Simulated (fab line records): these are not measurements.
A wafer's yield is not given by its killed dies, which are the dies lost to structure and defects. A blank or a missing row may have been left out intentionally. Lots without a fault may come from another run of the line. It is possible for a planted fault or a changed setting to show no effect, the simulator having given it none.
Which of the tools did it?	flow n5Finfet	10 lots with 30 wafers sampled at 6 steps, on a route of 1938 steps

== WHAT THE GAUGES READ, wafer by wafer ==
The record holds no reading of a measuring or inspecting step that can be judged against a usual standard deviation.

== TOOL THAT RAN EACH LOT (tool first, then ch and the chambers of the sampled wafers, then the start) ==
lot	N5_BEOL_M9_PECVD_70	N5_BEOL_M9_DESCUM_33	N5_BEOL_M9_DEGAS_44	N5_BEOL_M9_ANNEAL_51	N5_BEOL_M9_CMP_52	N5_PASSIVATION_PROBE_49
L270	pecvd-01 ch 0,1, day 9 20:06	rieDiel-04 ch 0,3, day 10 00:32	pvdSputter-02, day 10 01:32	rtpAnneal-02 ch 0, day 10 04:12	cmp-01 ch 0,2,3, day 10 04:31	-
L272	pecvd-01 ch 1, day 10 00:49	rieDiel-03 ch 0,1, day 10 03:44	pvdSputter-01, day 10 05:05	rtpAnneal-02 ch 0, day 10 07:44	cmp-03 ch 1,3, day 10 08:03	-
L276	pecvd-03 ch 0,2, day 11 19:11	rieDiel-03 ch 0,2, day 12 02:12	pvdSputter-03, day 12 04:08	rtpAnneal-02 ch 0, day 12 05:10	cmp-02 ch 0,2,3, day 12 05:30	prober-02, day 14 12:02
L281	pecvd-03 ch 1,2, day 12 14:51	rieDiel-04 ch 0,2, day 12 21:02	pvdSputter-03, day 12 22:30	rtpAnneal-01 ch 0, day 13 00:43	cmp-02 ch 1,3, day 13 01:00	-
L282	pecvd-03 ch 0,1,2, day 13 03:23	rieDiel-05 ch 0,1, day 13 08:04	pvdSputter-03, day 13 09:37	rtpAnneal-02 ch 0, day 13 10:38	cmp-03 ch 2,3, day 13 10:58	prober-01, day 15 16:52
L283	pecvd-03 ch 0,1,2, day 13 09:38	rieDiel-05 ch 0,1,2, day 13 12:09	pvdSputter-02, day 13 13:19	rtpAnneal-01 ch 0, day 13 14:32	cmp-01 ch 1,2,3, day 13 14:52	-
L291	pecvd-01 ch 1,2, day 14 17:16	rieDiel-04 ch 0,1,2, day 14 23:50	pvdSputter-01, day 15 00:50	rtpAnneal-01 ch 0, day 15 01:49	cmp-03 ch 0,2,3, day 15 02:04	-
L290	pecvd-01 ch 0,1,2, day 15 08:32	rieDiel-05 ch 0,2,3, day 15 13:33	pvdSputter-03, day 15 16:14	rtpAnneal-02 ch 0, day 15 17:29	cmp-01 ch 0,1,2, day 15 17:46	-
L292	pecvd-02 ch 0,1, day 16 01:57	rieDiel-03 ch 0,1,3, day 16 04:25	pvdSputter-02, day 16 05:41	rtpAnneal-01 ch 0, day 16 06:44	cmp-03 ch 0,3, day 16 07:02	-
L293	pecvd-03 ch 1,2, day 16 22:15	rieDiel-04 ch 1,2, day 17 00:58	pvdSputter-03, day 17 02:37	rtpAnneal-02 ch 0, day 17 03:40	cmp-02 ch 0,2,3, day 17 04:05	-
- N5_BEOL_M9_PECVD_70: deposits SiO2 from TEOS/O2, target thk 20 nm, time 22.7 s.
- N5_BEOL_M9_DESCUM_33: chemistry O2, time 7 s.
- N5_BEOL_M9_DEGAS_44: time 60 s.
- N5_BEOL_M9_ANNEAL_51: time 90 s.
- N5_BEOL_M9_CMP_52: polishes, stops on SiCOH lowk, t overpolish 7 s, target thk 140 nm.
- N5_PASSIVATION_PROBE_49

== WHAT THE TOOLS THEMSELVES READ (means of the sampled wafers that have a number; where no wafer has one, the mark that the record gives instead) ==
N5_BEOL_M9_PECVD_70. Usual: heaterPowerW 733 W, standard deviation 68; showerheadPlenumPTorr 8.82 Torr, standard deviation 0.056; throttleValvePct 22.2 %, standard deviation 1.4.
lot	tool	heaterPowerW (W)	showerheadPlenumPTorr (Torr)	throttleValvePct (%)	flag
L270	pecvd-01	819	8.79	22.0	
L272	pecvd-01	759	8.75	21.2	
L276	pecvd-03	785	8.79	21.8	
L281	pecvd-03	772	8.81	22.3	
L282	pecvd-03	670	8.82	22.4	
L283	pecvd-03	701	8.83	22.5	
L291	pecvd-01	722	8.77	20.4	
L290	pecvd-01	746	8.81	21.6	
L292	pecvd-02	758	8.76	21.2	
L293	pecvd-03	685	8.83	23.4	

N5_BEOL_M9_DESCUM_33. Usual: biasPowerW 20.00 W, standard deviation 0.053; drypumpMotorCurrentA 5.6 A, standard deviation 0.45; oesProductAu 0.76 a.u., standard deviation 0.092; rfVppV 243.2 V, standard deviation 1.2; showerheadPlenumPTorr 2.10 Torr, standard deviation 0.055; tempC 39.99 C, standard deviation 0.11; throttleValvePct 20.54 %, standard deviation 0.24.
lot	tool	biasPowerW (W)	drypumpMotorCurrentA (A)	oesProductAu (a.u.)	rfVppV (V)	showerheadPlenumPTorr (Torr)	tempC (C)	throttleValvePct (%)	flag
L270	rieDiel-04	19.99	5.4	0.70	243.1	2.07	40.00	20.64	
L272	rieDiel-03	19.99	5.2	0.79	242.4	2.09	40.07	20.60	
L276	rieDiel-03	20.03	5.3	0.87	242.4	2.07	39.86	20.35	
L281	rieDiel-04	19.98	6.3	0.79	242.8	2.12	39.95	20.35	
L282	rieDiel-05	20.00	5.7	0.69	242.7	2.11	39.95	20.67	
L283	rieDiel-05	20.01	5.6	0.69	243.3	2.11	39.98	20.61	
L291	rieDiel-04	20.05	6.1	0.78	243.5	2.13	40.03	20.47	
L290	rieDiel-05	20.04	5.6	0.69	243.0	2.11	40.04	20.62	
L292	rieDiel-03	20.02	5.4	0.75	242.9	2.10	40.12	20.73	
L293	rieDiel-04	19.92	6.2	0.82	244.9	2.18	40.05	20.32	

N5_BEOL_M9_DEGAS_44. Usual: heaterPowerW at 324 W, with a standard deviation of 40.
lot	tool	heaterPowerW (W)	flag
L270	pvdSputter-02	340	
L272	pvdSputter-01	355	
L276	pvdSputter-03	303	
L281	pvdSputter-03	305	
L282	pvdSputter-03	294	
L283	pvdSputter-02	313	
L291	pvdSputter-01	351	
L290	pvdSputter-03	285	
L292	pvdSputter-02	319	
L293	pvdSputter-03	298	

N5_BEOL_M9_ANNEAL_51. Usual: wafer_temp_C_max at 226.2, with a standard deviation of 0.73.
lot	tool	wafer_temp_C_max	flag
L270	rtpAnneal-02	225.5	
L272	rtpAnneal-02	225.5	
L276	rtpAnneal-02	225.5	
L281	rtpAnneal-01	226.4	
L282	rtpAnneal-02	225.4	
L283	rtpAnneal-01	226.7	
L291	rtpAnneal-01	226.6	
L290	rtpAnneal-02	225.5	
L292	rtpAnneal-01	227.2	
L293	rtpAnneal-02	225.7	

N5_BEOL_M9_CMP_52. Usual: barrierFieldEndpointS 28.8 s, standard deviation 0.64; motorCurrentA 5.9 A, standard deviation 0.48; overpolishRunS 7.001 s, standard deviation 0.0083.
lot	tool	barrierFieldEndpointS (s)	motorCurrentA (A)	overpolishRunS (s)	flag
L270	cmp-01	28.9	6.1	7.002	
L272	cmp-03	29.2	6.0	6.998	
L276	cmp-02	29.2	5.7	7.000	
L281	cmp-02	28.4	5.8	6.996	
L282	cmp-03	32.5	6.1	6.610	OFF
L283	cmp-01	36.8	5.9	6.247	OFF
L291	cmp-03	29.3	5.9	7.002	
L290	cmp-01	28.7	5.8	6.995	
L292	cmp-03	29.0	5.6	6.996	
L293	cmp-02	28.3	5.7	6.992	

N5_PASSIVATION_PROBE_49. Usual: defectLimitedYield 91.4 %, standard deviation 1.3; killed_at_M0_to_M3 34, standard deviation 10; killed_at_M4_up 14, standard deviation 5.6; killedAtContacts 13, standard deviation 5.9; killedAtFrontEnd 37, standard deviation 9.9; killedAtOther 3.5, standard deviation 2.8; killedDies 101, standard deviation 15; killedOpen 67, standard deviation 12; killedShort 32, standard deviation 6.6; sort_bin_5_function 5.0 %, standard deviation 0.81; sort_bin_6_memory 3.2 %, standard deviation 0.66; sort_bin_8_speed 0.00 %, standard deviation 0.007; sortNPass 1079, standard deviation 15; sortYieldPct 91.4 %, standard deviation 1.3.
lot	tool	defectLimitedYield (%)	killed_at_M0_to_M3	killed_at_M4_up	killedAtContacts	killedAtFrontEnd	killedAtOther	killedDies	killedOpen	killedShort	sort_bin_5_function (%)	sort_bin_6_memory (%)	sort_bin_8_speed (%)	sortNPass	sortYieldPct (%)	flag
L276	prober-02	92.1	23	9	11	42	8.0	93	51	42	4.7	2.6	0.00	1087	92.1	
L282	prober-01	91.8	22	23	10	40	2.7	97	68	28	4.9	2.9	0.00	1083	91.8	

== THE ANSWER, worked out from the rows above alone ==
Rule: take the mean of a lot's wafers that have a number; if it is more than 3 standard deviations from the usual mean, the lot is off. A lot without any number at a reading at which 4 lots or more have one is off too. Where the step has rows for the other lots, those lots are counted as sound. Order of review: gauges by route order, followed by the tools' own readings, for which a lot's mean as printed above is used. The first step at which some lot is off is used, and at that step the reading that is off furthest; a lot without a number counts as furthest.
Off, at N5_BEOL_M9_CMP_52 on overpolishRunS: L282, L283.
If a tool, at that step or one of the process steps before it, ran each lot that is off and ran no sound lot following the first of them, it fits. Of those tried, none fits.

== WHAT HAD BEEN PUT IN BY THE SIMULATOR ==
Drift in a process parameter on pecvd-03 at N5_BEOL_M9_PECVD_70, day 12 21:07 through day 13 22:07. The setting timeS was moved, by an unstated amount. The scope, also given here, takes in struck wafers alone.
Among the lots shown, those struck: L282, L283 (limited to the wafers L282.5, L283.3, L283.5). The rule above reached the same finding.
